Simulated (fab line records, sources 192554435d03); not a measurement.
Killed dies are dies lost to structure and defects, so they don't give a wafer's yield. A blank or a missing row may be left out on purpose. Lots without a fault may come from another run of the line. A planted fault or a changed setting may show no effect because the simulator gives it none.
Split-lot experiment | flow n5_finfet | 7 lots, 39 wafers read, on a route of 1938 steps

THE SPLIT
At N5_BEOL_M12_ETCH_59 (etches BARC in N2/H2, target depth 89 nm, overetch 26.7 nm, time 67.9 s), the setting target_depth_a was moved away from the recipe's 890 angstrom on 18 of the 39 wafers read, by -51.9% to +35.8%. The other wafers ran this setting at the recipe's value.

The file shows no step between the split and the reading.

THE READING
coat_of_BEOL_M12_COAT_04.thk_nm (the simulator's own value, which no gauge read), in nm, at N5_BEOL_M12_VIA_ETCH_16 (etches SiOC in C4F8/O2/Ar, target depth 724.8 nm). The file gives no usual value for it. The 21 wafers here that ran the recipe average 121.1 nm, standard deviation 3.5 nm.

wafer  | tool, chamber at the split | target_depth_a as run, angstrom | against the recipe | coat_of_BEOL_M12_COAT_04.thk_nm, nm | against lot-mates on the recipe
L077.1 | rie_diel-03, 1             | 890                             | recipe             | 125.2                               | -
L077.2 | rie_diel-03, 3             | 890                             | recipe             | 124.2                               | -
L077.3 | rie_diel-03, 0             | 1026                            | +15.3%             | 122.2                               | -0.8
L077.4 | rie_diel-03, 2             | 1026                            | +15.3%             | 117.8                               | -5.2
L077.6 | rie_diel-03, 2             | 1026                            | +15.3%             | 117.8                               | -5.2
L077.5 | rie_diel-03, 3             | 890                             | recipe             | 119.6                               | -
L075.1 | rie_diel-06, 1             | 697.8                           | -21.6%             | 134.4                               | +15.5
L075.2 | rie_diel-06, 3             | 890                             | recipe             | 118.6                               | -
L075.3 | rie_diel-06, 0             | 697.8                           | -21.6%             | 136.8                               | +17.9
L075.4 | rie_diel-06, 2             | 697.8                           | -21.6%             | 130.6                               | +11.7
L075.5 | rie_diel-06, 1             | 890                             | recipe             | 120.6                               | -
L075.6 | rie_diel-06, 2             | 890                             | recipe             | 117.4                               | -
L080.2 | rie_diel-06, 1             | 890                             | recipe             | 126                                 | -
L080.5 | rie_diel-06, 2             | 890                             | recipe             | 124.8                               | -
L080.6 | rie_diel-06, 1             | 890                             | recipe             | 120.8                               | -
L082.1 | rie_diel-01, 1             | 428.4                           | -51.9%             | 145                                 | +27.7
L082.2 | rie_diel-01, 0             | 428.4                           | -51.9%             | 146.2                               | +28.9
L082.3 | rie_diel-01, 3             | 428.4                           | -51.9%             | 149.4                               | +32.1
L082.4 | rie_diel-01, 2             | 890                             | recipe             | 116.4                               | -
L082.5 | rie_diel-01, 0             | 890                             | recipe             | 115                                 | -
L082.6 | rie_diel-01, 3             | 890                             | recipe             | 120.6                               | -
L084.1 | rie_diel-06, 3             | 890                             | recipe             | 119.6                               | -
L084.2 | rie_diel-06, 1             | 610.5                           | -31.4%             | 135.2                               | +17.7
L084.3 | rie_diel-06, 2             | 610.5                           | -31.4%             | 136.6                               | +19.1
L084.4 | rie_diel-06, 0             | 890                             | recipe             | 118.4                               | -
L084.5 | rie_diel-06, 2             | 610.5                           | -31.4%             | 132                                 | +14.5
L084.6 | rie_diel-06, 3             | 890                             | recipe             | 114.6                               | -
L086.1 | rie_diel-03, 0             | 890                             | recipe             | 126.4                               | -
L086.2 | rie_diel-03, 3             | 516.1                           | -42.0%             | 144.2                               | +19.3
L086.3 | rie_diel-03, 2             | 516.1                           | -42.0%             | 144.2                               | +19.3
L086.4 | rie_diel-03, 1             | 890                             | recipe             | 124.8                               | -
L086.5 | rie_diel-03, 1             | 516.1                           | -42.0%             | 143                                 | +18.1
L086.6 | rie_diel-03, 2             | 890                             | recipe             | 123.6                               | -
L091.1 | rie_diel-03, 3             | 890                             | recipe             | 121.8                               | -
L091.2 | rie_diel-03, 0             | 1209                            | +35.8%             | 108.8                               | -13.1
L091.3 | rie_diel-03, 1             | 890                             | recipe             | 124.2                               | -
L091.4 | rie_diel-03, 2             | 1209                            | +35.8%             | 106                                 | -15.9
L091.5 | rie_diel-03, 3             | 890                             | recipe             | 119.8                               | -
L091.6 | rie_diel-03, 2             | 1209                            | +35.8%             | 106.8                               | -15.1

THE FIT
A straight line over all 39 wafers: coat_of_BEOL_M12_COAT_04.thk_nm changes by -0.459 nm for each +1% of target_depth_a; r = -0.95; the points scatter about the line by 3.5 nm.
The same after taking each lot's own level away (the mean of its wafers on the recipe; 39 wafers): -0.493 nm for each +1%; r = -0.97; scatter 2.8 nm.
On that fit, the largest move of target_depth_a shifts the reading by 26 nm.
The lots' own levels span 117.33 to 124.93 nm, that is 2.2 times the standard deviation above.
So the lot-to-lot level changes the slope little: the two slopes agree.
Check: with one of the wafers moved furthest among these (-51.9%) left out of the fit, the line predicts +26.6 nm for it against its lot-mates. It came out at +27.7 nm against them.

OTHER SPLITS ON THESE WAFERS
These wafers also went through other splits before the reading. Each is held against what the fit with the lots' levels taken away leaves over:
other split on the same wafers   | wafers away from the commonest value | r with coat_of_BEOL_M12_COAT_04.thk_nm (lot level and that fit taken away)
N5_BEOL_M7_TRENCH_ETCH_37 time_s | 12                                   | +0.04
N5_BEOL_M8_DESCUM_33 time_s      | 18                                   | +0.02

THE WHOLE CHAIN: every reading that the file lists as answering this split, in the file's order
step                    | what it does                                                            | reading                                                                          | change (the file's fit)               | r (the file's)
N5_BEOL_M12_ETCH_59     | etches BARC in N2/H2, target depth 89 nm, overetch 26.7 nm, time 67.9 s | coat_of_BEOL_M12_COAT_04.thk_nm (the simulator's own value, which no gauge read) | -0.49 nm for each +1% of the setting  | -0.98
N5_BEOL_M12_VIA_ETCH_16 | etches SiOC in C4F8/O2/Ar, target depth 724.8 nm                        | coat_of_BEOL_M12_COAT_04.thk_nm (the simulator's own value, which no gauge read) | -0.508 nm for each +1% of the setting | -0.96
N5_BEOL_M12_STRIP_63    | strips in N2/H2                                                         | strip_time_to_endpoint_s                                                         | withheld for each +1% of the setting  | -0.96

THE FILE'S OWN FIT
coat_of_BEOL_M12_COAT_04.thk_nm changes by -0.508 nm for each +1% of target_depth_a, r = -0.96.
